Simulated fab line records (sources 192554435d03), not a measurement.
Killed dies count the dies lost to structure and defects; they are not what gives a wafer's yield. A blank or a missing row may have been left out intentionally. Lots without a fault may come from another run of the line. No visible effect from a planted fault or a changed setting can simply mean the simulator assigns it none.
A single fault, viewed from 2 desks    flow n5 finfet    numbers are kept per desk, each desk with only its own; the story behind them comes last

## THE DEFECT DESK
Counts from the inspections along the route, per lot, as means over the sampled wafers that have a number. If a lot's mean is further than 4 standard deviations from the usual mean, the lot is out of limits and carries the mark OUT (the distance appears in the brackets).
Columns: A = raw defect count at N5_MIM_BOT_LITHO_INSPECT_12, usual 2.2
lot   first seen here  A
L170  day 12 01:29     3.3
L175  day 12 11:55     3.3
L174  day 12 17:10     1.0
L176  day 12 23:55     4.0
L180  day 14 05:56     2.3
L185  day 15 20:13     3.0
L187  day 16 09:37     1.7
L189  day 16 21:08     1.3
L190  day 16 22:40     2.7
L192  day 17 10:41     1.3
L193  day 18 08:29     2.7
This desk's verdict: no lot among the 11 shows anything out of limits.

## AT THE TOOL OWNER'S DESK: rie metal-03
The tool's own readings at N5_PASSIVATION_ETCH_59 (etches TaN in Cl2/BCl3, target depth 65 nm, time 34.9 s): means of the sampled wafers that have a number, for each lot that ran on this tool. If a lot's mean is further than 4 standard deviations from the usual mean, the lot is out of limits and carries the mark OUT (the distance appears in the brackets).
Columns: A = drypump motor current A at N5_PASSIVATION_ETCH_59, usual 5.8 A; B = oes product au at N5_PASSIVATION_ETCH_59, usual 0.83 a.u.; C = throttle valve pct at N5_PASSIVATION_ETCH_59, usual 21.1 %
lot   first seen here  A    B     C
L175  day 12 15:31     6.2  0.83  21.0
L174  day 12 22:42     5.6  1.07  20.5
L187  day 16 14:47     5.6  0.82  20.9
L189  day 17 01:40     5.6  0.82  20.9
L190  day 17 02:23     6.8  0.74  21.1
L192  day 17 15:36     5.6  0.82  20.9
L193  day 18 12:55     6.2  0.78  21.0
This desk's verdict: no lot among the 7 shows anything out of limits.

## BROUGHT TOGETHER
Nothing the defect desk looked at was out of limits.
The desk of the tool owner found nothing out of limits.

## WHAT THE SIMULATOR HAD PUT IN
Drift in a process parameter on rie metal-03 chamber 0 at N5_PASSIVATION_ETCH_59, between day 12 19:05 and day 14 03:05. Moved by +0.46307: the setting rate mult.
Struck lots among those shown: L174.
